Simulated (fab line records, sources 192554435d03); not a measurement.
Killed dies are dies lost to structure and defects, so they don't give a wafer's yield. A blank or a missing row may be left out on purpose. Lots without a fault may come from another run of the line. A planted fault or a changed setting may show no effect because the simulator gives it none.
fab line records | flow n5_finfet
record lots=7 wafers=39
route steps=1938 shown FIN_SAQP@120 BEOL_M1@751 BEOL_M3@931 BEOL_M9@1404 BEOL_M10@1533
start_h: hours from the record's first day to the start of the lot's first wafer shown | wait_h: hours since the lot's step before | " the same as in the row above | L1.1+2: a row that stands for several wafers | - no value, or no start given | * or withheld: withheld | < > ~ a bound
route shown NAME@n: a module of which the file shows steps, and the number in the route of the first | usual: mean/standard deviation of fault-free wafers | same: alike in all rows | chamber/n: place in a boat | sites: the reading at each site | _std_site: their standard deviation | _edge_site: outer sites' mean less inner sites' | radius_mm: how far each site lies from the wafer's centre | mask NAME#n: copy n | behind: the tool/chamber that last shaped the wafer | hold: why the lot was held/for how many hours/how that ended | device: the transistor (n, p or np) that didn't switch | end of line: the same wafers' tests at the end of the route | a step without rows: its recipe alone | killed: dies lost to structure and defects at the first sort, not the wafer's yield | map: a wafer's dies, x killed, . not, _ none there
set.NAME: the setting as run; set.NAME@STEP: as run at that earlier step | model.NAME: the simulator's own value behind a step, which no gauge read
lots whose settings were changed on purpose; a table a step, a row a wafer
## steps
# step N5_FIN_SAQP_MANDREL_ETCH_22
# recipe target_depth_a=600 chemistry=HBr/Cl2 target=a-Si stop_on=SiNx bt_time_s=10 over_etch_frac=0.5 time_s=30 pressure_mtorr=10 icp_w=800 bias_w=75 HBr_flow_sccm=150 Cl2_flow_sccm=80 ends=end_point
# usual oes_product_au=0.767/0.013
# columns lot.wafer tool chamber start_h wait_h set.target_depth_a oes_product_au model.SOC_of_FIN_SAQP_COAT_49.thk_nm model.SiNx_of_FIN_SAQP_PECVD_48.thk_nm
L076.1 rie_si-04 2 33.85 0.0 600 0.762 75.88 24.98
L076.2 " 0 " " 600 0.752 76.93 25
L076.3 " 1 " " 600 0.769 76.5 24.91
L076.4 " 3 " " 600 0.762 76.15 25.43
L076.5 " 0 " " 600 0.765 76.56 25.29
L076.6 " 1 " " 600 0.764 76.35 25.01
L078.1 rie_si-01 1 47.01 0.0 600 0.779 76.1 25.16
L078.2 " 0 " " 921 0.611 63.33 17.41
L078.3 " 2 " " 921 0.588 62.75 17.71
L078.4 " 3 " " 600 0.763 76.42 25.24
L078.5 " 1 " " 921 0.628 63.39 17.8
L078.6 " 2 " " 600 0.753 76.05 25.24
L081.1 rie_si-06 1 64.44 0.0 600 0.782 76.35 24.47
L081.2 " 2 " " 600 0.773 76.91 24.8
L081.3 " 0 " " 600 0.744 76.38 25.19
L081.4 " 3 " " 932 0.609 61.27 17.88
L081.5 " 3 " " 932 0.609 61.4 17.6
L081.6 " 0 " " 932 0.591 63.01 17.96
L089.1 rie_si-04 0 112.22 0.0 600 0.774 77.13 24.68
L089.2 " 3 " " 600 0.749 75.82 24.7
L089.3 " 2 " " 600 0.759 76.43 24.37
L089.4 " 1 " " 600 0.770 76.59 24.91
L089.5 " 1 " " 600 0.779 76.48 25.03
L089.6 " 0 " " 600 0.773 76.72 24.84
L091.1 rie_si-01 0 126.04 0.0 600 0.777 76.06 24.61
L091.2 " 1 " " 600 0.771 75.96 24.66
L091.3 " 2 " " 600 0.748 75.49 25.4
L091.4 " 3 " " 600 0.757 76.58 25.28
L091.5 " 1 " " 600 0.786 76.33 25.12
L091.6 " 2 " " 600 0.758 75.43 24.84
L095.2 rie_si-01 2 148.54 0.0 600 0.751 76.02 24.61
L095.5 " 3 " " 600 0.753 76.37 24.88
L095.6 " 0 " " 600 0.786 75.69 25.21
L097.1 rie_si-06 2 159.63 0.0 600 0.758 77.21 24.55
L097.2 " 0 " " 766.1 0.646 70.13 21.01
L097.3 " 1 " " 600 0.763 76.43 24.55
L097.4 " 3 " " 600 0.781 75.39 24.54
L097.5 " 0 " " 766.1 0.654 70.02 21.37
L097.6 " 3 " " 766.1 0.669 68.74 20.82
# step N5_FIN_SAQP_STRIP_55
# recipe chemistry=N2/H2 power_w=500 temp_c=40 pressure_mtorr=50 rf_frequency_hz=6e+07 overash_fraction=0.3 bias_power_w=28 h2_frac=0.5 n2_flow_sccm=300 h2_flow_sccm=300
# step N5_FIN_SAQP_STRIP_23
# recipe chemistry=SPM time_s=750 temp_c=130 h2so4_h2o2_vol_ratio=4
# step N5_FIN_SAQP_MANDREL1_REMOVE_56
# recipe chemistry=HBr/Cl2/O2 bt_time_s=10 target=a-Si stop_on=SiNx endpoint=OES-SiCl over_etch_frac=1 icp_w=600 bias_w=22 HBr_flow_sccm=150 Cl2_flow_sccm=80 O2_flow_sccm=5 pressure_mtorr=10
# step N5_FIN_SAQP_ETCH_57
# recipe chemistry=CH3F/O2 target=SiNx mask_material=SiO2 target_depth_a=325 time_s=46.4 pressure_mtorr=30 source_w=395 bias_w=73 Ar_flow_sccm=150 CH3F_flow_sccm=30 O2_flow_sccm=20 ion_energy_ev=120 ends=cleared
# usual etch_rf_on_time_s=45.7/1.1
# columns lot.wafer tool chamber start_h wait_h set.target_depth_a@FIN_SAQP_MANDREL_ETCH_22 etch_rf_on_time_s model.etch.depth_nm
L076.1 rie_diel-06 1 35.63 0.0 600 45.1 24.98
L076.2 " 2 " " 600 46.9 25
L076.3 " 3 " " 600 47.1 24.91
L076.4 " 0 " " 600 46.1 25.43
L076.5 " 2 " " 600 47.1 25.29
L076.6 " 3 " " 600 47.1 25.01
L078.1 rie_diel-06 3 49.04 0.1 600 47.4 25.16
L078.2 " 2 " " 921 32.8 17.41
L078.3 " 1 " " 921 32.4 17.71
L078.4 " 0 " " 600 45.9 25.24
L078.5 " 2 " " 921 33.7 17.8
L078.6 " 3 " " 600 47.6 25.24
L081.1 rie_diel-06 1 66.20 0.0 600 44.6 24.47
L081.2 " 3 " " 600 47.0 24.8
L081.3 " 2 " " 600 47.2 25.19
L081.4 " 0 " " 932 32.5 17.88
L081.5 " 3 " " 932 33.3 17.6
L081.6 " 2 " " 932 33.6 17.96
L089.1 rie_diel-03 1 113.99 0.0 600 45.7 24.68
L089.2 " 2 " " 600 45.1 24.7
L089.3 " 3 " " 600 44.2 24.37
L089.4 " 0 " " 600 46.4 24.91
L089.5 " 3 " " 600 45.3 25.03
L089.6 " 0 " " 600 46.4 24.84
L091.1 rie_diel-06 3 127.81 0.0 600 46.6 24.61
L091.2 " 0 " " 600 44.5 24.66
L091.3 " 2 " " 600 47.7 25.4
L091.4 " 1 " " 600 46.2 25.28
L091.5 " 3 " " 600 48.0 25.12
L091.6 " 2 " " 600 46.7 24.84
L095.2 rie_diel-06 2 150.31 0.0 600 46.0 24.61
L095.5 " 1 " " 600 45.1 24.88
L095.6 " 2 " " 600 47.6 25.21
L097.1 rie_diel-03 2 161.52 0.2 600 44.4 24.55
L097.2 " 0 " " 766.1 39.4 21.01
L097.3 " 1 " " 600 45.1 24.55
L097.4 " 3 " " 600 44.6 24.54
L097.5 " 0 " " 766.1 40.1 21.37
L097.6 " 3 " " 766.1 38.1 20.82
# step N5_BEOL_M1_ILD_DEP_00
# recipe material=SiOC target_thk_a=790 temp_c=350 precursor=DEMS/O2 pressure_torr=5 rf_w=500 time_s=15.3
# columns lot.wafer tool chamber start_h wait_h set.target_thk_a model.SiOC_of_BEOL_M1_ILD_DEP_00.thk_nm
L076.1 pecvd-01 1 142.36 0.0 1017 100.8
L076.2 " 2 " " 1017 100.2
L076.3 " 0 " " 790 80
L076.4 " 0 " " 790 80.4
L076.5 " 2 " " 1017 102.2
L076.6 " 1 " " 790 79
L078.1 pecvd-02 0 144.91 0.0 985.9 97.4
L078.2+3 " 2,1 " " 985.9 97.2
L078.4 " 0 " " 790 79.2
L078.5 " 1 " " 790 77.8
L078.6 " 2 " " 790 78.8
L081.1 pecvd-01 1 164.69 0.0 790 77
L081.2+6 " 0,2 " " 790 78.6
L081.3 " 2 " " 382.2 37.2
L081.4 " 1 " " 382.2 37.8
L081.5 " 0 " " 382.2 38.8
L089.1 pecvd-01 1 212.78 0.0 790 78.8
L089.2 " 2 " " 1144 113.4
L089.3 " 0 " " 790 80.2
L089.4 " 1 " " 790 81
L089.5 " 0 " " 1144 116.8
L089.6 " 2 " " 1144 116
L091.1 pecvd-04 2 218.98 0.0 790 78.2
L091.2 " 1 " " 790 78.6
L091.3 " 1 " " 934.6 94.2
L091.4+5 " 2 " " 934.6 93.8
L091.6 " 1 " " 790 80.6
L095.2 pecvd-02 1 251.08 0.0 790 78.8
L095.5 " 2 " " 790 79.2
L095.6 " 1 " " 790 79.4
L097.1 pecvd-02 0 264.94 0.0 790 77.2
L097.2 " 1 " " 790 78.6
L097.3 " 2 " " 790 76.6
L097.4 " 0 " " 790 78
L097.5 " 1 " " 790 79
L097.6 " 2 " " 790 78.8
# step N5_BEOL_M1_THK_MEAS_01
# recipe reads=SiOC_of_BEOL_M1_ILD_DEP_00
# usual M1_ILD_THK=78.9/1.1
# columns lot.wafer tool chamber start_h wait_h set.target_thk_a@BEOL_M1_ILD_DEP_00 M1_ILD_THK[nm]
L076.1 film_metro-01 - 142.43 0.0 1017 100.9
L076.2 " - " " 1017 100.4
L076.3 " - " " 790 80.1
L076.4 " - " " 790 80.5
L076.5 " - " " 1017 102.1
L076.6 " - " " 790 79.1
L078.1 film_metro-01 - 144.98 0.0 985.9 97.4
L078.2 " - " " 985.9 97.1
L078.3 " - " " 985.9 97.2
L078.4 " - " " 790 79.2
L078.5 " - " " 790 77.8
L078.6 " - " " 790 78.8
L081.1 film_metro-02 - 164.76 0.0 790 77.0
L081.2 " - " " 790 78.6
L081.3 " - " " 382.2 37.1
L081.4 " - " " 382.2 37.7
L081.5 " - " " 382.2 38.8
L081.6 " - " " 790 78.7
L089.1 film_metro-02 - 212.85 0.0 790 78.9
L089.2 " - " " 1144 113.5
L089.3 " - " " 790 80.2
L089.4 " - " " 790 80.9
L089.5 " - " " 1144 117.0
L089.6 " - " " 1144 116.0
L091.1 film_metro-02 - 219.07 0.1 790 78.1
L091.2 " - " " 790 78.5
L091.3 " - " " 934.6 94.1
L091.4 " - " " 934.6 93.8
L091.5 " - " " 934.6 93.7
L091.6 " - " " 790 80.5
L095.2 film_metro-02 - 251.14 0.1 790 78.8
L095.5 " - " " 790 79.2
L095.6 " - " " 790 79.5
L097.1 film_metro-01 - 265.00 0.0 790 77.3
L097.2 " - " " 790 78.7
L097.3 " - " " 790 76.5
L097.4 " - " " 790 78.1
L097.5 " - " " 790 79.1
L097.6 " - " " 790 78.8
# step N5_BEOL_M3_ILD_DEP_00
# recipe material=SiOC target_thk_a=790 temp_c=350 precursor=DEMS/O2 pressure_torr=5 rf_w=500 time_s=15.3
# columns lot.wafer tool chamber start_h wait_h set.time_s model.SiOC_of_BEOL_M3_ILD_DEP_00.thk_nm
L076.1 pecvd-02 2 176.42 0.0 15.3 78
L076.2 " 1 " " 19.06 97
L076.3 " 0 " " 19.06 96.2
L076.4 " 1 " " 19.06 98.2
L076.5 " 0 " " 15.3 80.8
L076.6 " 2 " " 15.3 79
L078.1 pecvd-04 2 178.30 0.0 15.3 79.4
L078.2 " 0 " " 15.3 78.4
L078.3 " 0 " " 15.3 79
L078.4 " 2 " " 15.3 80.6
L078.5 " 0 " " 15.3 78.8
L078.6 " 2 " " 15.3 80.8
L081.1 pecvd-02 0 189.92 0.0 19.17 96.8
L081.2 " 2 " " 15.3 76.8
L081.3 " 1 " " 15.3 77.4
L081.4 " 2 " " 19.17 97.8
L081.5 " 1 " " 19.17 99
L081.6 " 0 " " 15.3 78.4
L089.1 pecvd-02 0 238.92 0.0 10.81 56.6
L089.2+5 " 2,1 " " 15.3 79.4
L089.3 " 1 " " 15.3 78.8
L089.4 " 2 " " 10.81 57.6
L089.6 " 0 " " 10.81 57.2
L091.1 pecvd-02 1 250.32 0.0 24.42 124.4
L091.2 " 0 " " 15.3 79.4
L091.3 " 2 " " 15.3 78.8
L091.4 " 1 " " 24.42 126
L091.5 " 2 " " 15.3 80.6
L091.6 " 0 " " 24.42 127.6
L095.2 pecvd-04 2 278.09 0.0 15.3 78.8
L095.5 " 0 " " 15.3 78.6
L095.6 " 2 " " 15.3 79.6
L097.1 pecvd-03 2 286.45 0.0 10.73 54.6
L097.2 " 0 " " 15.3 78.4
L097.3 " 2 " " 15.3 78.6
L097.4 " 0 " " 10.73 56.6
L097.5 " 0 " " 10.73 56.8
L097.6 " 2 " " 15.3 78.2
# step N5_BEOL_M3_THK_MEAS_01
# recipe reads=SiOC_of_BEOL_M3_ILD_DEP_00
# usual M3_ILD_THK=78.9/1
# columns lot.wafer tool chamber start_h wait_h set.time_s@BEOL_M3_ILD_DEP_00 M3_ILD_THK[nm]
L076.1 film_metro-01 - 176.49 0.0 15.3 78.0
L076.2 " - " " 19.06 97.0
L076.3 " - " " 19.06 96.2
L076.4 " - " " 19.06 98.1
L076.5 " - " " 15.3 80.7
L076.6 " - " " 15.3 78.9
L078.1 film_metro-02 - 178.38 0.1 15.3 79.4
L078.2 " - " " 15.3 78.5
L078.3 " - " " 15.3 78.9
L078.4 " - " " 15.3 80.6
L078.5 " - " " 15.3 78.7
L078.6 " - " " 15.3 80.7
L081.1 film_metro-02 - 189.99 0.0 19.17 96.8
L081.2 " - " " 15.3 76.8
L081.3 " - " " 15.3 77.5
L081.4 " - " " 19.17 97.7
L081.5 " - " " 19.17 99.0
L081.6 " - " " 15.3 78.4
L089.1 film_metro-02 - 238.98 0.0 10.81 56.6
L089.2 " - " " 15.3 79.3
L089.3 " - " " 15.3 78.8
L089.4 " - " " 10.81 57.7
L089.5 " - " " 15.3 79.5
L089.6 " - " " 10.81 57.3
L091.1 film_metro-01 - 250.39 0.0 24.42 124.4
L091.2 " - " " 15.3 79.4
L091.3 " - " " 15.3 78.8
L091.4 " - " " 24.42 125.9
L091.5 " - " " 15.3 80.5
L091.6 " - " " 24.42 127.7
L095.2 film_metro-02 - 278.16 0.1 15.3 78.8
L095.5 " - " " 15.3 78.5
L095.6 " - " " 15.3 79.5
L097.1 film_metro-02 - 286.54 0.1 10.73 54.6
L097.2 " - " " 15.3 78.5
L097.3 " - " " 15.3 78.6
L097.4 " - " " 10.73 56.7
L097.5 " - " " 10.73 56.8
L097.6 " - " " 15.3 78.3
# step N5_BEOL_M9_PECVD_70
# recipe material=SiO2 target_thk_a=200 temp_c=400 precursor=TEOS/O2 pressure_torr=5.5 rf_w=450 teos_flow_sccm=53.8 gas=O2 flow_sccm=3000 time_s=22.7
# columns lot.wafer tool chamber start_h wait_h set.time_s model.SiO2_of_BEOL_M9_PECVD_70.thk_nm
L076.1 pecvd-01 2 237.85 0.0 22.7 19.8
L076.2 " 0 " " 22.7 19.6
L076.3 " 1 " " 22.7 19
L076.4 " 0 " " 22.7 20.2
L076.5 " 2 " " 22.7 20
L076.6 " 1 " " 22.7 19.4
L078.1 pecvd-04 0 246.00 0.0 22.7 19.4
L078.2 " 1 " " 34.78 29.8
L078.3 " 1 " " 34.78 30.4
L078.4+6 " 0,1 " " 22.7 19.8
L078.5 " 0 " " 34.78 29.6
L081.1 pecvd-01 2 259.90 0.0 32.21 28.4
L081.2 " 1 " " 32.21 27.4
L081.3 " 0 " " 22.7 20
L081.4 " 1 " " 32.21 28
L081.5 " 2 " " 22.7 20.6
L081.6 " 0 " " 22.7 20.2
L089.1+2 pecvd-04 0,2 305.13 0.0 22.7 20
L089.3 " 1 " " 22.7 19.8
L089.4 " 2 " " 22.7 20.6
L089.5 " 1 " " 22.7 20.4
L089.6 " 0 " " 22.7 20.2
L091.1 pecvd-01 0 313.99 0.0 22.7 19.8
L091.2 " 1 " " 30.39 25.6
L091.3+5 " 2 " " 22.7 20
L091.4 " 0 " " 30.39 26.8
L091.6 " 1 " " 30.39 26.2
L095.2+5 pecvd-01 0 357.48 0.0 22.7 19.8
L095.6 " 1 " " 22.7 19.4
L097.1+4+6 pecvd-02 0,1,2 360.63 0.0 22.7 20
L097.2 " 2 " " 22.7 19.8
L097.3 " 1 " " 22.7 19.4
L097.5 " 0 " " 22.7 20.4
# step N5_BEOL_M10_DEP_56
# recipe material=SiCN target_thk_a=150 temp_c=withheld precursor=3MS/NH3 pressure_torr=3 rf_w=202 time_s=26.5
# columns lot.wafer tool chamber start_h wait_h set.target_thk_a model.SiCN_of_BEOL_M10_DEP_56.thk_nm
L076.1+4 pecvd-03 0,2 252.83 0.0 88.91 8.8
L076.2+3 " 1,2 " " 150 14.8
L076.5 " 0 " " 88.91 9.2
L076.6 " 1 " " 150 15.2
L078.1 pecvd-03 0 257.76 0.0 194.3 19.6
L078.2 " 1 " " 194.3 19
L078.3+6 " 2 " " 150 14.8
L078.4 " 0 " " 150 15
L078.5 " 1 " " 194.3 19.4
L081.1+4 pecvd-03 0 276.15 0.0 150 15.4
L081.2+5 " 2 " " 150 14.8
L081.3+6 " 2,0 " " 150 15.2
L089.1 pecvd-04 1 319.98 0.0 174 17.2
L089.2 " 0 " " 174 17
L089.3+6 " 2,1 " " 150 14.6
L089.4 " 2 " " 174 17.4
L089.5 " 0 " " 150 14.8
L091.1+3 pecvd-01 1,0 329.06 0.0 176.6 17.6
L091.2 " 2 " " 150 14.8
L091.4 " 0 " " 176.6 17.8
L091.5 " 1 " " 150 15.2
L091.6 " 2 " " 150 15.4
L095.2+5+6 pecvd-03 0,1,2 373.67 0.0 150 15
L097.1 pecvd-01 2 378.21 0.0 198.8 19.6
L097.2 " 0 " " 198.8 19.8
L097.3 " 1 " " 150 14.8
L097.4 " 2 " " 150 15
L097.5 " 1 " " 150 15.2
L097.6 " 0 " " 198.8 20
## key
split step=N5_FIN_SAQP_MANDREL_ETCH_22 setting=target_depth_a stated=600 by=wafer
response step=N5_FIN_SAQP_MANDREL_ETCH_22 reading=oes_product_au change=-0.00306 per=1% r=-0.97
response step=N5_FIN_SAQP_MANDREL_ETCH_22 reading=model.SOC_of_FIN_SAQP_COAT_49.thk_nm change=-0.253 per=1% r=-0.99
response step=N5_FIN_SAQP_MANDREL_ETCH_22 reading=model.SiNx_of_FIN_SAQP_PECVD_48.thk_nm change=-0.133 per=1% r=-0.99
response step=N5_FIN_SAQP_ETCH_57 reading=etch_rf_on_time_s change=* per=1% r=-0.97
response step=N5_FIN_SAQP_ETCH_57 reading=model.etch.depth_nm change=-0.133 per=1% r=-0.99
split step=N5_BEOL_M1_ILD_DEP_00 setting=target_thk_a stated=790 by=wafer
response step=N5_BEOL_M1_ILD_DEP_00 reading=model.SiOC_of_BEOL_M1_ILD_DEP_00.thk_nm change=+0.776 per=1% r=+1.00
response step=N5_BEOL_M1_THK_MEAS_01 reading=M1_ILD_THK change=+0.777 per=1% r=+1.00
split step=N5_BEOL_M3_ILD_DEP_00 setting=time_s stated=15.3 by=wafer
response step=N5_BEOL_M3_ILD_DEP_00 reading=model.SiOC_of_BEOL_M3_ILD_DEP_00.thk_nm change=+0.769 per=1% r=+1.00
response step=N5_BEOL_M3_THK_MEAS_01 reading=M3_ILD_THK change=+0.769 per=1% r=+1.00
split step=N5_BEOL_M9_PECVD_70 setting=time_s stated=22.7 by=wafer
response step=N5_BEOL_M9_PECVD_70 reading=model.SiO2_of_BEOL_M9_PECVD_70.thk_nm change=+0.188 per=1% r=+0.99
split step=N5_BEOL_M10_DEP_56 setting=target_thk_a stated=150 by=wafer
response step=N5_BEOL_M10_DEP_56 reading=model.SiCN_of_BEOL_M10_DEP_56.thk_nm change=+0.149 per=1% r=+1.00
